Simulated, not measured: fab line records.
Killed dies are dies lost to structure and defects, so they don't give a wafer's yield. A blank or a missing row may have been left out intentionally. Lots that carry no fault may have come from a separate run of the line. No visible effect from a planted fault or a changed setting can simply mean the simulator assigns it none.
Matching of chambers :: flow nand harc :: NHARC_A_STAIRCASE_TRIM_220 on rie diel-07: 4 sister chambers
The step chemistry O2, time 211.2 s. 22 wafers are shown with their chamber, then 11 later ones without.

== WAFERS, EACH WITH ITS CHAMBER ==
wafer: L078.1
chamber: 1
drypump motor current A (A): 5.4
showerhead plenum p Torr (Torr): 3.62
throttle valve pct (%): 17.033

wafer: L078.2
chamber: 0
drypump motor current A (A): 6.5
showerhead plenum p Torr (Torr): 3.30
throttle valve pct (%): 17.029

wafer: L078.6
chamber: 3
drypump motor current A (A): 5.9
showerhead plenum p Torr (Torr): 3.37
throttle valve pct (%): 17.038

wafer: L079.1
chamber: 0
drypump motor current A (A): 6.5
showerhead plenum p Torr (Torr): 3.30
throttle valve pct (%): 17.036

wafer: L079.2
chamber: 1
drypump motor current A (A): 5.4
showerhead plenum p Torr (Torr): 3.62
throttle valve pct (%): 17.038

wafer: L079.6
chamber: 1
drypump motor current A (A): 5.4
showerhead plenum p Torr (Torr): 3.62
throttle valve pct (%): 17.055

wafer: L080.1
chamber: 3
drypump motor current A (A): 5.9
showerhead plenum p Torr (Torr): 3.37
throttle valve pct (%): 17.038

wafer: L080.2
chamber: 0
drypump motor current A (A): 6.5
showerhead plenum p Torr (Torr): 3.30
throttle valve pct (%): 17.029

wafer: L080.4
chamber: 1
drypump motor current A (A): 5.4
showerhead plenum p Torr (Torr): 3.62
throttle valve pct (%): 17.027

wafer: L085.1
chamber: 2
drypump motor current A (A): 6.2
showerhead plenum p Torr (Torr): 3.28
throttle valve pct (%): 17.031

wafer: L085.4
chamber: 3
drypump motor current A (A): 5.9
showerhead plenum p Torr (Torr): 3.36
throttle valve pct (%): 17.037

wafer: L085.6
chamber: 0
drypump motor current A (A): 6.5
showerhead plenum p Torr (Torr): 3.29
throttle valve pct (%): 17.024

wafer: L083.2
chamber: 1
drypump motor current A (A): 5.4
showerhead plenum p Torr (Torr): 3.61
throttle valve pct (%): 17.035

wafer: L083.3
chamber: 3
drypump motor current A (A): 5.9
showerhead plenum p Torr (Torr): 3.36
throttle valve pct (%): 17.039

wafer: L083.4
chamber: 0
drypump motor current A (A): 6.4
showerhead plenum p Torr (Torr): 3.29
throttle valve pct (%): 17.024

wafer: L088.4
chamber: 2
drypump motor current A (A): 6.2
showerhead plenum p Torr (Torr): 3.80
throttle valve pct (%): 17.022

wafer: L088.5
chamber: 0
drypump motor current A (A): 6.5
showerhead plenum p Torr (Torr): 3.29
throttle valve pct (%): 17.032

wafer: L088.6
chamber: 3
drypump motor current A (A): 5.8
showerhead plenum p Torr (Torr): 3.35
throttle valve pct (%): 17.046

wafer: L090.2
chamber: 1
drypump motor current A (A): 5.4
showerhead plenum p Torr (Torr): 3.60
throttle valve pct (%): 17.036

wafer: L090.3
chamber: 2
drypump motor current A (A): 6.2
showerhead plenum p Torr (Torr): 3.80
throttle valve pct (%): 17.049

wafer: L090.6
chamber: 0
drypump motor current A (A): 6.4
showerhead plenum p Torr (Torr): 3.29
throttle valve pct (%): 17.032

wafer: L091.1
chamber: 1
drypump motor current A (A): 5.4
showerhead plenum p Torr (Torr): 3.60
throttle valve pct (%): 17.041

SIGNATURES, as means of the wafers listed above
reading: drypump motor current A
chamber 0: 6.471
chamber 1: 5.400
chamber 2: 6.200
chamber 3: 5.880
scatter within a chamber: 0.0352

reading: showerhead plenum p Torr
chamber 0: 3.2943
chamber 1: 3.6129
chamber 2: 3.6267
chamber 3: 3.3620
scatter within a chamber: 0.1

reading: throttle valve pct
chamber 0: 17.02943
chamber 1: 17.03786
chamber 2: 17.03400
chamber 3: 17.03960
scatter within a chamber: 0.00747
Rule: a wafer's distance from a chamber is the root of the sum, over the readings, of the square of ((its reading less the chamber's mean) divided by the reading's scatter). The wafer belongs to the nearest chamber; if the next one is less than 2 further off, it can't be placed. The scatter is the square root of a quotient: the sum, over the shown wafers, of each reading's squared deviation from its chamber's mean, divided by wafers minus chambers.

== WAFERS WITHOUT THEIR CHAMBER ==
wafer: L091.4
drypump motor current A (A): 5.9
showerhead plenum p Torr (Torr): 3.35
throttle valve pct (%): 17.030

wafer: L091.5
drypump motor current A (A): 5.4
showerhead plenum p Torr (Torr): 3.60
throttle valve pct (%): 17.034

wafer: L092.2
drypump motor current A (A): 6.5
showerhead plenum p Torr (Torr): 3.28
throttle valve pct (%): 17.049

wafer: L092.3
drypump motor current A (A): 5.3
showerhead plenum p Torr (Torr): 3.60
throttle valve pct (%): 17.038

wafer: L092.4
drypump motor current A (A): 6.2
showerhead plenum p Torr (Torr): 3.79
throttle valve pct (%): 17.038

wafer: L096.1
drypump motor current A (A): 5.4
showerhead plenum p Torr (Torr): 3.59
throttle valve pct (%): 17.022

wafer: L096.5
drypump motor current A (A): 6.2
showerhead plenum p Torr (Torr): 3.78
throttle valve pct (%): 17.043

wafer: L096.6
drypump motor current A (A): 5.9
showerhead plenum p Torr (Torr): 3.34
throttle valve pct (%): 17.035

wafer: L097.2
drypump motor current A (A): 5.4
showerhead plenum p Torr (Torr): 3.59
throttle valve pct (%): 17.036

wafer: L097.4
drypump motor current A (A): 6.2
showerhead plenum p Torr (Torr): 3.78
throttle valve pct (%): 17.039

wafer: L097.6
drypump motor current A (A): 6.5
showerhead plenum p Torr (Torr): 3.28
throttle valve pct (%): 17.037

== WHICH CHAMBER EACH WENT THROUGH ==
wafer: L091.4
from the rows above: 3
in truth: 3

wafer: L091.5
from the rows above: 1
in truth: 1

wafer: L092.2
from the rows above: 0
in truth: 0

wafer: L092.3
from the rows above: 1
in truth: 1

wafer: L092.4
from the rows above: 2
in truth: 2

wafer: L096.1
from the rows above: 1
in truth: 1

wafer: L096.5
from the rows above: 2
in truth: 2

wafer: L096.6
from the rows above: 3
in truth: 3

wafer: L097.2
from the rows above: 1
in truth: 1

wafer: L097.4
from the rows above: 2
in truth: 2

wafer: L097.6
from the rows above: 0
in truth: 0
Correctly placed: 11 of 11. Can't be placed from these rows: 0. Number placed wrongly: 0.
